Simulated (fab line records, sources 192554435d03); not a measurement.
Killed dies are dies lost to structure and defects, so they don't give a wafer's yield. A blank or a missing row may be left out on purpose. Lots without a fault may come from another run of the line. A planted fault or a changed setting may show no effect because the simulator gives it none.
Which tool did it? | flow n5_finfet | 11 lots, 33 wafers sampled, at 4 steps of a route of 1938

WHAT THE GAUGES READ, wafer by wafer
N5_SD_ACTIVATION_INSPECT_02: inspects for defects (darkfield).
lot  | measured    | on                | raw_defect_count
L495 | day 3 19:15 | defect_inspect-01 | 136 139 157
L498 | day 4 17:35 | defect_inspect-02 | 212 158 158
L499 | day 4 22:05 | defect_inspect-01 | 159 179 201
L501 | day 5 02:59 | defect_inspect-02 | 190 189 162
L502 | day 5 14:40 | defect_inspect-02 | 199 222 194
L504 | day 6 00:27 | defect_inspect-01 | 215 189 166
L506 | day 6 10:59 | defect_inspect-02 | 177 184 175
L508 | day 7 01:23 | defect_inspect-02 | 172 134 168
L509 | day 7 04:14 | defect_inspect-01 | 129 185 194
L514 | day 8 13:34 | defect_inspect-01 | 135 185 208
L516 | day 9 03:32 | defect_inspect-01 | 133 153 132

WHICH TOOL RAN EACH LOT (tool, then ch and the chambers of the sampled wafers, then the start)
lot  | N5_SD_EPI_P_ETCH_36               | N5_SD_ACTIVATION_RTA_00         | N5_SD_ACTIVATION_LSA_01
L495 | rie_diel-01 ch 2,3, day 3 12:49   | rtp_anneal-02 ch 0, day 3 18:32 | laser_anneal-02 ch 0, day 3 18:44
L498 | rie_diel-03 ch 0,2,3, day 4 13:08 | rtp_anneal-02 ch 0, day 4 16:51 | laser_anneal-01 ch 0, day 4 17:03
L499 | rie_diel-03 ch 0,2,3, day 4 14:55 | rtp_anneal-02 ch 0, day 4 18:39 | laser_anneal-02 ch 0, day 4 18:52
L501 | rie_diel-01 ch 0,1, day 4 22:14   | rtp_anneal-02 ch 0, day 5 02:17 | laser_anneal-01 ch 0, day 5 02:29
L502 | rie_diel-01 ch 0,1, day 5 08:15   | rtp_anneal-01 ch 0, day 5 14:02 | laser_anneal-02 ch 0, day 5 14:14
L504 | rie_diel-01 ch 0,1,3, day 5 20:00 | rtp_anneal-02 ch 0, day 5 23:44 | laser_anneal-02 ch 0, day 5 23:56
L506 | rie_diel-03 ch 1,2,3, day 6 06:27 | rtp_anneal-01 ch 0, day 6 10:15 | laser_anneal-02 ch 0, day 6 10:28
L508 | rie_diel-02 ch 0,3, day 6 20:07   | rtp_anneal-02 ch 0, day 7 00:41 | laser_anneal-02 ch 0, day 7 00:53
L509 | rie_diel-02 ch 0,1, day 6 23:47   | rtp_anneal-02 ch 0, day 7 03:32 | laser_anneal-01 ch 0, day 7 03:44
L514 | rie_diel-01 ch 0,2,3, day 8 08:05 | rtp_anneal-02 ch 0, day 8 12:38 | laser_anneal-01 ch 0, day 8 13:01
L516 | rie_diel-01 ch 1,2,3, day 8 22:45 | rtp_anneal-02 ch 0, day 9 02:52 | laser_anneal-01 ch 0, day 9 03:04
- N5_SD_EPI_P_ETCH_36: etches SiARC in CF4, target depth 45.5 nm, time 75.8 s.
- N5_SD_ACTIVATION_RTA_00: time 0 s.
- N5_SD_ACTIVATION_LSA_01: time 0.0008 s.

THE ANSWER, worked out from the rows above alone
Rule: what is usual is taken from the lots themselves. Put in order of their means at a reading, lots are off if they are a third of the lots or fewer, leave a main group of 4 or more, and stand apart from it by a gap of 3 or more times the standard deviation of the main group's means; of several such gaps the widest counts. A main group whose means are all the same, to the digits that the tables above print for the reading, isn't used. A lot without any number at a reading at which 4 lots or more have one is off too. The other lots that the step has rows for count as sound.
No lot is off at any reading shown: from this, nothing can be told.

WHAT THE SIMULATOR HAD PUT IN
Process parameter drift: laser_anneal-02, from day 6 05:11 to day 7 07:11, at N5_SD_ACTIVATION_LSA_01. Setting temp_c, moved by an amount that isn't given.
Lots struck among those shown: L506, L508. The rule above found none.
